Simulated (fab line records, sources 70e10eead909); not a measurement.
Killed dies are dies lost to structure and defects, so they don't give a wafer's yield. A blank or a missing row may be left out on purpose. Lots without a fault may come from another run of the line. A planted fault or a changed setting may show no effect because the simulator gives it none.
fab line records | flow nand_harc | part 1 of 2: steps 1 to 25 of 31
record lots=5 wafers=15 last_day=32
route steps=1302 shown A_WL_FILL@972 A_CONTACT@983
lots that met no fault: from a run of the same line without faults
start_h: hours from the record's first day to the start of the lot's first wafer shown | wait_h: hours since the lot's step before | " the same as in the row above | L1.1+2: a row that stands for several wafers | - no value, or no start given | * or withheld: withheld | < > ~ a bound
route shown NAME@n: a module of which the file shows steps, and the number in the route of the first | usual: mean/standard deviation of fault-free wafers | same: alike in all rows | chamber/n: place in a boat | sites: the reading at each site | _std_site: their standard deviation | _edge_site: outer sites' mean less inner sites' | radius_mm: how far each site lies from the wafer's centre | mask NAME#n: copy n | behind: the tool/chamber that last shaped the wafer | hold: why the lot was held/for how many hours/how that ended | device: the transistor (n, p or np) that didn't switch | end of line: the same wafers' tests at the end of the route | a step without rows: its recipe alone | killed: dies lost to structure and defects at the first sort, not the wafer's yield | map: a wafer's dies, x killed, . not, _ none there
set.NAME: the setting as run; set.NAME@STEP: as run at that earlier step | model.NAME: the simulator's own value behind a step, which no gauge read
lots at some steps of the route; a table a step, a row a wafer
services: from which hour (start_h, from the record's first day; less than 0 if before it) a tool's chamber was out of use, for how many hours, and why
## steps
# step NHARC_A_WL_FILL_ETCHBACK_26
# recipe target_depth_a=520 time_s=13.3 hbr_flow_sccm=150 rf_w=350 icp_w=350 bias_w=60 chemistry=HBr
# usual drypump_motor_current_A=5.8/0.45 oes_product_au=1.000/0.0098 throttle_valve_pct=23.267/0.0093
# columns lot.wafer tool chamber start_h wait_h drypump_motor_current_A oes_product_au rf_hours_counter_h throttle_valve_pct
L077.2 rie_si-05 0 517.00 0.4 5.2 0.989 0.1 23.274
L077.4 " 1 " " 5.2 0.999 0.2 23.270
L077.6 " 3 " " 5.6 1.003 - 23.262
L079.1 rie_si-04 1 544.11 0.4 6.0 0.993 0.1 23.252
L079.5 " 1 " " 5.9 1.011 - 23.261
L079.6 " 2 " " 5.6 1.003 - 23.275
L084.3 rie_si-05 2 590.47 0.4 6.2 1.012 0.7 23.272
L084.1 " 1 " " 5.2 1.008 0.6 23.261
L084.6 " 3 " " 5.6 1.016 - 23.253
L086.3 rie_si-04 2 593.39 0.4 5.6 0.998 0.4 23.260
L086.1 " 0 " " 6.5 0.988 0.3 23.259
L086.6 " 3 " " 6.2 1.003 - 23.288
L094.3 rie_si-05 3 682.81 0.4 5.6 1.001 0.1 23.282
L094.2 " 2 " " 6.2 0.993 0.1 23.278
L094.5 " 3 " " 5.6 0.999 - 23.267
# step NHARC_A_WL_FILL_PRECLEAN_30
# recipe time_s=10 chemistry=dHF
# columns lot.wafer tool chamber start_h wait_h
L077.6+2+4 wet_bench-05 6,7,2 517.13 0.1
L079.5+6+1 wet_bench-03 3,4,0 544.25 0.1
L084.6+1+3 wet_bench-09 4,6,0 590.61 0.1
L086.3+1+6 wet_bench-05 5,7,0 593.53 0.1
L094.5+2+3 wet_bench-05 4,5,6 682.96 0.1
# step NHARC_A_WL_FILL_SRD_14
# columns lot.wafer tool chamber start_h wait_h
L077.6+2+4 wet_bench-05 6,7,2 517.15 0.0
L079.5+6+1 wet_bench-03 3,4,0 544.28 0.0
L084.6+1+3 wet_bench-09 4,6,0 590.63 0.0
L086.3+1+6 wet_bench-05 5,7,0 593.55 0.0
L094.5+2+3 wet_bench-05 4,5,6 682.98 0.0
# step NHARC_A_WL_FILL_ALD_19
# recipe target_thk_a=20 pulse_time_s=3 ald_cycles=100 temp_c=450 material=TiN
# usual heater_power_w=1067/98 precursor_pulse_height_rel=0.998/0.019 susceptor_temp_C=449.96/0.22
# columns lot.wafer tool chamber start_h wait_h heater_power_w precursor_pulse_height_rel susceptor_temp_C
L077.4 ald_metal-03 0 517.27 0.1 1052 1.028 450.37
L077.2 " 2 " " 979 0.987 449.75
L077.6 " 0 " " 1052 1.005 450.05
L079.1 ald_metal-03 1 544.42 0.1 1027 0.972 449.77
L079.5 " 3 " " 982 1.004 449.66
L079.6 " 0 " " 1043 1.019 450.16
L084.1 ald_metal-03 0 590.73 0.1 1069 0.956 449.70
L084.3 " 2 " " 1026 1.032 449.51
L084.6 " 0 " " 1054 0.980 449.75
L086.3 ald_metal-03 1 593.66 0.1 1025 0.996 450.11
L086.1 " 3 " " 977 1.021 449.96
L086.6 " 1 " " 1055 0.960 449.51
L094.3 ald_metal-04 2 683.12 0.1 1067 0.997 450.05
L094.2 " 3 " " 1142 0.995 450.12
L094.5 " 0 " " 1288 0.967 450.00
# step NHARC_A_WL_FILL_CVD_20
# recipe target_thk_a=1000 temp_c=400 pressure_torr=40 wf6_flow_sccm=40 h2_flow_sccm=1600 ar_flow_sccm=1560 time_s=74 material=W
# usual heater_power_w=829/57 mfc_h2_sccm=1600/5.2 susceptor_temp_C=400.02/0.2 throttle_valve_pct=8.0/0.38
# columns lot.wafer tool chamber start_h wait_h heater_power_w mfc_h2_sccm susceptor_temp_C throttle_valve_pct
L077.2 cvd_w-01 1 - - 908 1594 399.72 8.4
L077.4 " 0 " " 768 1623 400.07 8.1
L077.6 " 0 " " 782 1596 400.29 8.0
L079.1 cvd_w-02 1 - - 812 1606 399.96 7.7
L079.6 " 1 " " 830 1605 400.20 7.9
L079.5 " 0 " " 911 1593 400.09 7.4
L084.1 cvd_w-02 1 - - 830 1593 400.02 7.9
L084.3 " 0 " " 874 1600 400.22 7.5
L084.6 " 1 " " 838 1598 399.95 8.1
L086.1 cvd_w-02 1 - - 839 1595 - 8.0
L086.3 " 1 " " 852 1594 - 8.0
L086.6 " 1 " " 844 1594 - 7.8
L094.2 cvd_w-02 1 - - 884 1602 399.87 7.9
L094.3 " 1 " " 868 1598 399.86 8.0
L094.5 " 1 " " 883 1603 399.91 8.0
# step NHARC_A_WL_FILL_CMP_12
# recipe t_overpolish_s=30 target_thk_nm=100
# usual motor_current_A=12.1/1.3 overpolish_run_s=30.001/0.0082 time_to_endpoint_s=20/3.4
# same t_overpolish_s=30
# columns lot.wafer tool chamber start_h wait_h motor_current_A overpolish_run_s time_to_endpoint_s
L077.2 cmp-03 2 517.63 0.1 11.2 29.993 14
L077.4 " 1 " " 10.6 29.998 15
L077.6 " 3 " " 11.6 30.011 18
L079.1 cmp-02 2 544.76 0.2 12.0 29.988 15
L079.6 " 2 " " 12.1 29.991 18
L079.5 " 3 " " 12.7 30.014 21
L084.3 cmp-01 1 591.14 0.1 12.7 30.007 25
L084.1 " 2 " " 12.5 29.998 24
L084.6 " 1 " " 12.5 30.006 25
L086.1 cmp-01 3 594.31 0.2 10.2 30.007 27
L086.3 " 0 " " 13.1 29.994 21
L086.6 " 2 " " 12.7 30.009 24
L094.2 cmp-02 3 683.45 0.1 11.9 29.993 20
L094.3 " 0 " " 10.5 30.009 13
L094.5 " 3 " " 12.4 30.005 21
# step NHARC_A_WL_FILL_SRD_31
# columns lot.wafer tool chamber start_h wait_h
L077.2+6+4 wet_bench-03 7,2,4 517.95 0.0
L079.6+5+1 wet_bench-03 7,2,3 545.09 0.0
L084.3+6+1 wet_bench-09 1,2,4 591.44 0.0
L086.6+3+1 wet_bench-09 3,4,6 594.58 0.0
L094.5+3+2 wet_bench-05 0,1,3 683.78 0.0
# step NHARC_A_WL_FILL_INSPECT_15
# usual raw_defect_count=470/120
# columns lot.wafer tool chamber start_h wait_h raw_defect_count
L077.2 defect_inspect-01 - 518.10 0.0 568
L077.4 " - " " 373
L077.6 " - " " 409
L079.1 defect_inspect-01 - 545.23 0.0 380
L079.5 " - " " 449
L079.6 " - " " 555
L084.1 defect_inspect-02 - 591.58 0.0 457
L084.3 " - " " 433
L084.6 " - " " 421
L086.1 defect_inspect-02 - 594.74 0.0 384
L086.3 " - " " 463
L086.6 " - " " 785
L094.2 defect_inspect-02 - 683.92 0.0 418
L094.3 " - " " 476
L094.5 " - " " 416
# step NHARC_A_CONTACT_DEP_24
# recipe target_thk_a=5000 temp_c=400 pressure_torr=6.5 rf_w=900 teos_flow_sccm=161.4 flow_sccm=2650 target_thk_nm=500 gas=O2 material=SiO2
# usual heater_power_w=574/110 susceptor_temp_C=400.00/0.22 throttle_valve_pct=15.9/0.41
# columns lot.wafer tool chamber start_h wait_h heater_power_w susceptor_temp_C throttle_valve_pct
L077.2 pecvd-03 2 518.23 0.1 657 400.19 15.9
L077.6 " 2 " " 665 400.15 16.3
L077.4 " 0 " " 548 399.89 16.0
L079.1 pecvd-03 2 545.30 0.1 663 399.94 16.1
L079.5 " 2 " " 693 399.78 16.0
L079.6 " 1 " " 400 400.17 16.3
L084.1 pecvd-04 0 591.71 0.1 652 400.05 15.5
L084.3 " 1 " " 782 399.91 16.6
L084.6 " 0 " " 654 399.74 15.4
L086.1 pecvd-04 2 594.87 0.1 395 399.90 15.6
L086.3 " 0 " " 681 399.85 15.3
L086.6 " 2 " " 438 400.08 15.7
L094.3 pecvd-02 1 684.05 0.1 538 399.88 16.1
L094.2 " 2 " " 661 399.79 16.3
L094.5 " 2 " " 670 399.90 16.2
# step NHARC_A_CONTACT_DEP_28
# recipe target_thk_a=70000 temp_c=400 material=aC
# usual susceptor_temp_C=400.05/0.2 throttle_valve_pct=35.000/0.0083
# columns lot.wafer tool chamber start_h wait_h susceptor_temp_C throttle_valve_pct
L077.2 acl_dep-01 0 519.47 0.8 - 34.977
L077.4 " 0 520.87 2.2 - 35.003
L077.6 " 0 522.27 3.6 - 35.008
L079.1 acl_dep-03 0 545.90 0.1 399.98 34.995
L079.5 " 0 548.74 2.9 400.32 35.018
L079.6 " 0 " " 399.84 35.002
L084.1 acl_dep-03 0 592.25 0.1 400.17 34.995
L084.3 " 0 593.67 1.5 400.18 34.993
L084.6 " 0 595.82 3.6 400.16 35.009
L086.1 acl_dep-01 0 598.34 3.0 399.79 34.998
L086.3 " 0 599.76 4.4 400.12 34.998
L086.6 " 0 601.90 6.5 400.14 34.994
L094.2 acl_dep-03 0 685.29 0.8 - 35.005
L094.3 " 0 " " - 34.999
L094.5 " 0 687.38 2.8 - 34.994
# step NHARC_A_CONTACT_DEP_29
# recipe target_thk_a=1000 target_thk_nm=100 temp_c=400 pressure_torr=3.5 flow_sccm=200 rf_w=350 material=SiON
# usual heater_power_w=759/94 susceptor_temp_C=399.99/0.23
# columns lot.wafer tool chamber start_h wait_h heater_power_w susceptor_temp_C
L077.2 pecvd-02 2 523.02 2.9 760 400.11
L077.4 " 1 " " 733 400.07
L077.6 " 0 " " 718 399.94
L079.1 pecvd-04 2 550.23 3.6 687 399.86
L079.6 " 1 " " 936 399.90
L079.5 " 2 " " 682 400.07
L084.3 pecvd-03 0 596.55 2.2 702 399.65
L084.1 " 2 " " 771 400.44
L084.6 " 2 " " 789 400.01
L086.3 pecvd-02 1 602.66 2.2 739 400.33
L086.1 " 0 " " 665 400.11
L086.6 " 1 " " 726 400.55
L094.3 pecvd-02 0 688.83 2.1 748 400.23
L094.2 " 1 " " 656 400.14
L094.5 " 2 " " 737 400.10
# step NHARC_A_CONTACT_DEHYDRATE_32
# recipe temp_c=150 time_s=120
# usual heater_power_total_W=182.4/1.2
# columns lot.wafer tool chamber start_h wait_h heater_power_total_W
L077.2 litho_track-06 0 523.26 0.2 183.1
L077.4 " 0 " " 183.9
L077.6 " 0 " " 181.8
L079.1 litho_track-06 0 550.47 0.2 182.2
L079.5 " 0 " " 181.3
L079.6 " 0 " " 182.4
L084.1 litho_track-04 0 596.82 0.2 182.3
L084.3 " 0 " " 183.6
L084.6 " 0 " " 182.7
L086.1 litho_track-01 0 602.94 0.2 183.8
L086.3 " 0 " " 184.0
L086.6 " 0 " " 183.0
L094.2 litho_track-04 0 689.07 0.2 182.2
L094.3 " 0 " " 182.4
L094.5 " 0 " " 182.4
# step NHARC_A_CONTACT_HMDS_33
# recipe time_s=30
# columns lot.wafer tool chamber start_h wait_h
L077.2+4+6 litho_track-06 0 - -
L079.1+5+6 litho_track-06 0 - -
L084.1+3+6 litho_track-04 0 - -
L086.1+3+6 litho_track-01 0 - -
L094.2+3+5 litho_track-04 0 - -
# step NHARC_A_CONTACT_COAT_34
# recipe temp_c=260 time_s=75
# usual heater_power_total_W=486.9/1.6
# columns lot.wafer tool chamber start_h wait_h heater_power_total_W
L077.2 litho_track-06 0 - - 486.8
L077.4 " 0 " " 488.6
L077.6 " 0 " " 485.5
L079.1 litho_track-06 0 - - 486.9
L079.5 " 0 " " 485.3
L079.6 " 0 " " 487.4
L084.1 litho_track-04 0 - - 488.2
L084.3 " 0 " " 484.8
L084.6 " 0 " " 485.7
L086.1 litho_track-01 0 - - 487.7
L086.3 " 0 " " 487.8
L086.6 " 0 " " 484.8
L094.2 litho_track-04 0 - - 489.2
L094.3 " 0 " " 489.1
L094.5 " 0 " " 486.4
# step NHARC_A_CONTACT_COAT_35
# recipe temp_c=225 time_s=65
# usual heater_power_total_W=446.9/2
# columns lot.wafer tool chamber start_h wait_h heater_power_total_W
L077.2 litho_track-06 0 - - 449.5
L077.4 " 0 " " 449.3
L077.6 " 0 " " 444.4
L079.1 litho_track-06 0 - - 449.7
L079.5 " 0 " " 449.2
L079.6 " 0 " " 444.0
L084.1 litho_track-04 0 - - 447.1
L084.3 " 0 " " 449.5
L084.6 " 0 " " 445.7
L086.1 litho_track-01 0 - - 444.5
L086.3 " 0 " " 447.7
L086.6 " 0 " " 448.4
L094.2 litho_track-04 0 - - 449.7
L094.3 " 0 " " 449.6
L094.5 " 0 " " 446.5
# step NHARC_A_CONTACT_COAT_36
# recipe spin_rpm=1500 resist_thk_nm=90
# usual dispense_pressure_kPa=51/5.1
# columns lot.wafer tool chamber start_h wait_h dispense_pressure_kPa
L077.2 litho_track-06 0 - - 45
L077.4 " 0 " " 45
L077.6 " 0 " " 45
L079.1 litho_track-06 0 - - 45
L079.5 " 0 " " 45
L079.6 " 0 " " 45
L084.1 litho_track-04 0 - - 57
L084.3 " 0 " " 57
L084.6 " 0 " " 57
L086.1 litho_track-01 0 - - 49
L086.3 " 0 " " 49
L086.6 " 0 " " 49
L094.2 litho_track-04 0 - - 57
L094.3 " 0 " " 57
L094.5 " 0 " " 57
# step NHARC_A_CONTACT_SOFTBAKE_37
# recipe temp_c=105 time_s=55
# usual heater_power_total_W=188.44/0.12
# columns lot.wafer tool chamber start_h wait_h heater_power_total_W
L077.2 litho_track-06 0 - - 188.31
L077.4 " 0 " " 188.56
L077.6 " 0 " " 188.78
L079.1 litho_track-06 0 - - 188.44
L079.5 " 0 " " 188.37
L079.6 " 0 " " 188.40
L084.1 litho_track-04 0 - - 188.33
L084.3 " 0 " " 188.32
L084.6 " 0 " " 188.40
L086.1 litho_track-01 0 - - 188.36
L086.3 " 0 " " 188.42
L086.6 " 0 " " 188.34
L094.2 litho_track-04 0 - - 188.30
L094.3 " 0 " " 188.43
L094.5 " 0 " " 188.39
# step NHARC_A_CONTACT_EBR_38
# columns lot.wafer tool chamber start_h wait_h
L077.2+4+6 litho_track-06 0 - -
L079.1+5+6 litho_track-06 0 - -
L084.1+3+6 litho_track-04 0 - -
L086.1+3+6 litho_track-01 0 - -
L094.2+3+5 litho_track-04 0 - -
# step NHARC_A_CONTACT_EXPOSE_39
# recipe na=1.35 sigma_outer=0.8 dose_mj=58.79 mask_id=A_CC_3
# usual reticle_temp_C=23.00/0.12
# columns lot.wafer tool chamber start_h wait_h mask reticle_temp_C
L077.2 arfi_scanner-01 0 523.45 - A_CC_3#0 22.90
L077.4 " 0 " " A_CC_3#0 23.09
L077.6 " 0 " " A_CC_3#0 22.78
L079.1 arfi_scanner-03 0 550.78 - A_CC_3#0 22.93
L079.5 " 0 " " A_CC_3#0 23.02
L079.6 " 0 " " A_CC_3#0 23.02
L084.1 arfi_scanner-02 0 597.13 - A_CC_3#0 23.02
L084.3 " 0 " " A_CC_3#0 23.07
L084.6 " 0 " " A_CC_3#0 23.02
L086.1 arfi_scanner-03 0 603.25 - A_CC_3#0 23.03
L086.3 " 0 " " A_CC_3#0 23.01
L086.6 " 0 " " A_CC_3#0 22.93
L094.2 arfi_scanner-03 0 689.38 - A_CC_3#0 22.83
L094.3 " 0 " " A_CC_3#0 22.84
L094.5 " 0 " " A_CC_3#0 23.00
# step NHARC_A_CONTACT_PEB_40
# recipe peb_temp_c=100 peb_time_s=65
# usual heater_power_total_W=156.6/0.42
# columns lot.wafer tool chamber start_h wait_h heater_power_total_W
L077.2 litho_track-01 0 523.51 0.1 156.1
L077.4 " 0 " " 157.1
L077.6 " 0 " " 156.1
L079.1 litho_track-06 0 550.84 0.1 156.2
L079.5 " 0 " " 156.1
L079.6 " 0 " " 157.2
L084.1 litho_track-01 0 597.19 0.1 156.0
L084.3 " 0 " " 157.0
L084.6 " 0 " " 157.0
L086.1 litho_track-06 0 603.31 0.1 157.0
L086.3 " 0 " " 156.1
L086.6 " 0 " " 157.1
L094.2 litho_track-06 0 689.44 0.1 157.2
L094.3 " 0 " " 157.1
L094.5 " 0 " " 155.9
# step NHARC_A_CONTACT_DEVELOP_41
# recipe develop_time_s=35 dev_temp_c=23
# columns lot.wafer tool chamber start_h wait_h
L077.2+4+6 litho_track-01 0 - -
L079.1+5+6 litho_track-06 0 - -
L084.1+3+6 litho_track-01 0 - -
L086.1+3+6 litho_track-06 0 - -
L094.2+3+5 litho_track-06 0 - -
# step NHARC_A_CONTACT_CD_MEAS_42
# recipe target_cd_nm=300 landing_energy_ev=500
# usual cd_nm=299.9/0.63
# same landing_energy_ev=500
# columns lot.wafer tool chamber start_h wait_h cd_nm
L077.2 cd_sem-03 0 523.59 - 299.9
L077.4 " 0 " " 299.7
L077.6 " 0 " " 299.8
L079.1 cd_sem-02 0 550.92 - 299.8
L079.5 " 0 " " 300.0
L079.6 " 0 " " 301.2
L084.1 cd_sem-01 0 597.27 - 300.0
L084.3 " 0 " " 300.3
L084.6 " 0 " " 300.0
L086.1 cd_sem-03 0 603.39 - 300.5
L086.3 " 0 " " 300.7
L086.6 " 0 " " 300.9
L094.2 cd_sem-03 0 689.52 - 300.4
L094.3 " 0 " " 301.1
L094.5 " 0 " " 300.2
# step NHARC_A_CONTACT_OVL_MEAS_43
# usual overlay_x_nm=-0.1/0.8 overlay_y_nm=0.0/0.8
# columns lot.wafer tool chamber start_h wait_h overlay_x_nm overlay_y_nm
L077.2 overlay-02 - 523.67 - -0.9 0.2
L077.4 " - " " -1.5 -0.2
L077.6 " - " " -1.2 0.7
L079.1 overlay-01 - 551.01 - -0.1 -0.9
L079.5 " - " " 0.2 -0.8
L079.6 " - " " -0.8 -1.1
L084.1 overlay-02 - 597.36 - 0.2 2.4
L084.3 " - " " 0.0 2.2
L084.6 " - " " 0.2 1.7
L086.1 overlay-01 - 603.47 - 0.9 0.7
L086.3 " - " " 0.6 0.2
L086.6 " - " " 0.7 0.4
L094.2 overlay-02 - 689.61 - 0.6 -0.2
L094.3 " - " " 0.8 -0.3
L094.5 " - " " 0.5 0.5
# step NHARC_A_CONTACT_INSPECT_44
# usual raw_defect_count=84/39
# columns lot.wafer tool chamber start_h wait_h raw_defect_count
L077.2 defect_inspect-01 - 523.71 0.0 123
L077.4 " - " " 102
L077.6 " - " " 98
L079.1 defect_inspect-02 - 551.04 0.0 80
L079.5 " - " " 77
L079.6 " - " " 70
L084.1 defect_inspect-02 - 597.40 0.0 36
L084.3 " - " " 37
L084.6 " - " " 39
L086.1 defect_inspect-02 - 603.51 0.0 133
L086.3 " - " " 118
L086.6 " - " " 152
L094.2 defect_inspect-02 - 689.64 0.0 49
L094.3 " - " " 34
L094.5 " - " " 36
# step NHARC_A_CONTACT_DESCUM_47
# recipe time_s=3 o2_flow_sccm=200 ar_flow_sccm=0 bias_power_w=0 chemistry=O2
# usual drypump_motor_current_A=6.2/0.47 oes_product_au=1.002/0.01 rf_vpp_V=57.6/0.93 showerhead_plenum_p_Torr=1.88/0.072 throttle_valve_pct=11.311/0.01
# columns lot.wafer tool chamber start_h wait_h drypump_motor_current_A oes_product_au rf_hours_counter_h rf_vpp_V showerhead_plenum_p_Torr throttle_valve_pct
L077.2 rie_diel-12 2 523.78 0.1 5.5 1.014 13 57.2 1.93 11.295
L077.4 " 0 " " 6.6 0.997 10 59.0 1.89 11.323
L077.6 " 2 " " 5.6 1.003 - 57.6 1.93 11.291
L079.1 rie_diel-12 1 551.12 0.1 6.7 1.001 16 57.1 1.82 11.327
L079.6 " 3 " " 5.8 1.031 - 58.6 1.82 11.319
L079.5 " 0 " " 6.7 1.005 - 58.6 1.89 11.321
L084.1 rie_diel-08 0 597.46 0.1 6.4 0.999 12 57.9 1.91 11.305
L084.3 " 3 " " 6.3 1.004 13 56.8 1.82 11.311
L084.6 " 1 " " 5.9 1.008 - 59.5 2.03 11.302
L086.3 rie_diel-12 1 603.57 0.1 6.7 1.007 27 57.7 1.81 11.303
L086.1 " 0 " " 6.7 0.991 26 57.4 1.88 11.328
L086.6 " 0 " " 6.6 0.989 - 56.1 1.88 11.311
L094.2 rie_diel-09 2 689.70 0.1 6.3 1.013 1 57.4 1.79 11.310
L094.3 " 1 " " 5.5 1.005 1 57.6 2.00 11.311
L094.5 " 2 " " 6.3 1.022 - 56.9 1.79 11.306
